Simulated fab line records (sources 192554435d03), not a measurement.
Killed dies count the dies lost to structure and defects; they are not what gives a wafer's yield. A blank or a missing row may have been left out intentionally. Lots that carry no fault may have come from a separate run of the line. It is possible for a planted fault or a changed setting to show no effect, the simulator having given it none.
Chamber matching ; flow n5-finfet ; N5_BEOL_M0_TRENCH_ETCH_107 on rie-diel-01 has 4 sister chambers
The step etches SiOC in C4F6/O2, target depth 32.8 nm, time 16.4 s. 14 wafers are shown with their chamber, then 7 later ones without.

== EACH WAFER AND ITS CHAMBER ==
wafer;chamber;showerhead-plenum-p-Torr (Torr);rf-vpp-V (V);throttle-valve-pct (%)
L075.1;2;2.85;651;20.55
L075.2;0;2.92;657;20.64
L075.3;3;3.02;671;20.50
L077.2;1;2.79;657;20.60
L077.3;3;3.02;672;20.52
L077.4;2;2.85;651;20.54
L079.2;3;3.01;671;20.53
L079.4;2;2.85;650;20.55
L079.5;1;2.79;655;20.61
L087.2;1;2.78;656;20.65
L087.4;0;2.91;658;20.31
L087.5;2;2.84;650;20.58
L089.1;3;3.00;671;20.57
L089.5;0;2.91;656;20.31

SIGNATURES (averages over the wafers above)
reading;chamber 0;chamber 1;chamber 2;chamber 3;scatter within a chamber
showerhead-plenum-p-Torr;2.9133;2.7867;2.8475;3.0125;0.00695
rf-vpp-V;657.00;656.00;650.50;671.25;0.758
throttle-valve-pct;20.4200;20.6200;20.5550;20.5300;0.088
Rule: for a wafer and a chamber, the distance is found by dividing, reading by reading, the gap between the wafer's reading and the chamber's mean by the reading's scatter, squaring, summing and taking the root. If the next closest chamber is less than 2 further off than the closest, the wafer can't be placed; otherwise it belongs to the closest. How the scatter is found: for the shown wafers, subtract from each reading the mean of its chamber, square and add these, divide the total by (wafers less chambers), then take the root.

== WAFERS WITHOUT THEIR CHAMBER ==
wafer;showerhead-plenum-p-Torr (Torr);rf-vpp-V (V);throttle-valve-pct (%)
L089.6;3.00;671;20.54
L091.1;3.00;671;20.55
L091.4;2.83;651;20.60
L091.5;2.91;657;20.33
L097.1;2.77;657;20.69
L097.3;2.82;649;20.63
L097.5;2.82;649;20.62

== CHAMBER TAKEN BY EACH ==
wafer;from the rows above;in truth
L089.6;3;3
L091.1;3;3
L091.4;2;2
L091.5;0;0
L097.1;1;1
L097.3;2;2
L097.5;2;2
Correct placement for 7 of the 7. Can't be placed from these rows: 0. 0 placed wrongly.
